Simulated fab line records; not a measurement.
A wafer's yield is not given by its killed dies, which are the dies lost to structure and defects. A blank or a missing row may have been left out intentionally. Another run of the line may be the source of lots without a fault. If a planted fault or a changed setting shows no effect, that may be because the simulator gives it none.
Matching of chambers || flow n5 finfet || N5_BEOL_M5_ALD_86 on ald metal-04: 4 sister chambers
The step deposits TaN, pulse time 2 s, purge time 3 s, co reactant purge time 2 s. 22 wafers are shown with their chamber, then 11 later ones without.

## WAFERS WITH THEIR CHAMBER
{"wafer": "L076.3", "chamber": 0, "heater power w (W)": 399}
{"wafer": "L076.4", "chamber": 3, "heater power w (W)": 382}
{"wafer": "L076.6", "chamber": 2, "heater power w (W)": 470}
{"wafer": "L079.1", "chamber": 0, "heater power w (W)": 402}
{"wafer": "L079.4", "chamber": 3, "heater power w (W)": 371}
{"wafer": "L079.6", "chamber": 1, "heater power w (W)": 567}
{"wafer": "L081.1", "chamber": 0, "heater power w (W)": 396}
{"wafer": "L081.2", "chamber": 2, "heater power w (W)": 462}
{"wafer": "L081.3", "chamber": 1, "heater power w (W)": 562}
{"wafer": "L082.2", "chamber": 0, "heater power w (W)": 401}
{"wafer": "L082.4", "chamber": 3, "heater power w (W)": 377}
{"wafer": "L082.6", "chamber": 1, "heater power w (W)": 552}
{"wafer": "L083.3", "chamber": 3, "heater power w (W)": 383}
{"wafer": "L083.5", "chamber": 1, "heater power w (W)": 565}
{"wafer": "L083.6", "chamber": 2, "heater power w (W)": 459}
{"wafer": "L084.3", "chamber": 3, "heater power w (W)": 363}
{"wafer": "L084.4", "chamber": 0, "heater power w (W)": 394}
{"wafer": "L084.5", "chamber": 0, "heater power w (W)": 404}
{"wafer": "L088.3", "chamber": 2, "heater power w (W)": 463}
{"wafer": "L088.4", "chamber": 3, "heater power w (W)": 378}
{"wafer": "L088.6", "chamber": 2, "heater power w (W)": 465}
{"wafer": "L087.2", "chamber": 0, "heater power w (W)": 400}

SIGNATURES, as means of the wafers listed above
{"reading": "heater power w", "chamber 0": 399.43, "chamber 1": 561.50, "chamber 2": 463.80, "chamber 3": 375.67, "scatter within a chamber": 5.55}
Rule: for a wafer and a chamber, the distance is found by dividing, reading by reading, the gap between the wafer's reading and the chamber's mean by the reading's scatter, squaring, summing and taking the root. The wafer belongs to the nearest chamber; if the next one is less than 2 further off, it can't be placed. The scatter: the root of (the sum of the squares of (reading less its chamber's mean) over the shown wafers, divided by (wafers less chambers)).

## WAFERS WHOSE CHAMBER IS MISSING
{"wafer": "L087.3", "heater power w (W)": 373}
{"wafer": "L087.4", "heater power w (W)": 450}
{"wafer": "L091.1", "heater power w (W)": 558}
{"wafer": "L091.2", "heater power w (W)": 399}
{"wafer": "L091.5", "heater power w (W)": 403}
{"wafer": "L093.1", "heater power w (W)": 364}
{"wafer": "L093.2", "heater power w (W)": 476}
{"wafer": "L093.3", "heater power w (W)": 561}
{"wafer": "L092.1", "heater power w (W)": 390}
{"wafer": "L092.2", "heater power w (W)": 406}
{"wafer": "L092.3", "heater power w (W)": 559}

## WHICH CHAMBER EACH ONE RAN IN
{"wafer": "L087.3", "from the rows above": 3, "in truth": 3}
{"wafer": "L087.4", "from the rows above": 2, "in truth": 2}
{"wafer": "L091.1", "from the rows above": 1, "in truth": 1}
{"wafer": "L091.2", "from the rows above": 0, "in truth": 0}
{"wafer": "L091.5", "from the rows above": 0, "in truth": 0}
{"wafer": "L093.1", "from the rows above": 3, "in truth": 3}
{"wafer": "L093.2", "from the rows above": 2, "in truth": 2}
{"wafer": "L093.3", "from the rows above": 1, "in truth": 1}
{"wafer": "L092.1", "from the rows above": "can't be placed: 0 or 3", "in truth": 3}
{"wafer": "L092.2", "from the rows above": 0, "in truth": 0}
{"wafer": "L092.3", "from the rows above": 1, "in truth": 1}
Correctly placed: 10 of 11. Cannot be placed on the basis of these rows: 1; the candidates contain the true chamber in 1. Placed wrongly: 0.
